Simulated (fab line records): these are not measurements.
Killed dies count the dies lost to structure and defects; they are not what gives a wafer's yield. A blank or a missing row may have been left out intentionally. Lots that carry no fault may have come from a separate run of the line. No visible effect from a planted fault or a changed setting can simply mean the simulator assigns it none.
Matching of chambers	flow nandHarc	NHARC_A_BONDPAD_DESCUM_11 on rieDiel-05: 4 sister chambers
The step chemistry O2, time 3 s. 8 wafers are shown with their chamber, then 10 later ones without.

EACH WAFER AND ITS CHAMBER
wafer	chamber	drypumpMotorCurrentA (A)	showerheadPlenumPTorr (Torr)
L078.4	2	5.1	1.78
L078.6	1	6.2	2.07
L084.5	1	6.2	2.06
L084.6	0	6.0	2.06
L086.5	0	6.0	2.06
L086.6	3	5.4	1.86
L087.1	3	5.4	1.86
L087.3	2	5.2	1.78

WAFERS MISSING THEIR CHAMBER
wafer	drypumpMotorCurrentA (A)	showerheadPlenumPTorr (Torr)
L087.6	5.4	1.86
L091.3	5.1	1.78
L091.5	6.0	2.06
L091.6	5.4	1.86
L090.2	6.0	2.06
L090.3	6.2	2.06
L090.4	5.1	1.78
L093.1	6.0	2.06
L093.3	5.1	1.77
L093.6	5.1	1.77

THE CHAMBER EACH PASSED THROUGH
wafer	from the rows above	in truth
L087.6	3	3
L091.3	2	2
L091.5	0	0
L091.6	3	3
L090.2	0	0
L090.3	1	1
L090.4	2	2
L093.1	0	0
L093.3	2	2
L093.6	2	2
Correct placement for 10 of the 10. Not placeable from these rows: 0. Wrongly placed: 0.
How it was worked out, from the rows above alone: a wafer's distance from a chamber is the root of the sum, over the readings, of the square of ((its reading less the chamber's mean) divided by the reading's scatter). The wafer belongs to the nearest chamber; if the next one is less than 2 further off, it can't be placed. A chamber's mean is the mean of its shown wafers. The scatter is the square root of a quotient: the sum, over the shown wafers, of each reading's squared deviation from its chamber's mean, divided by wafers minus chambers.
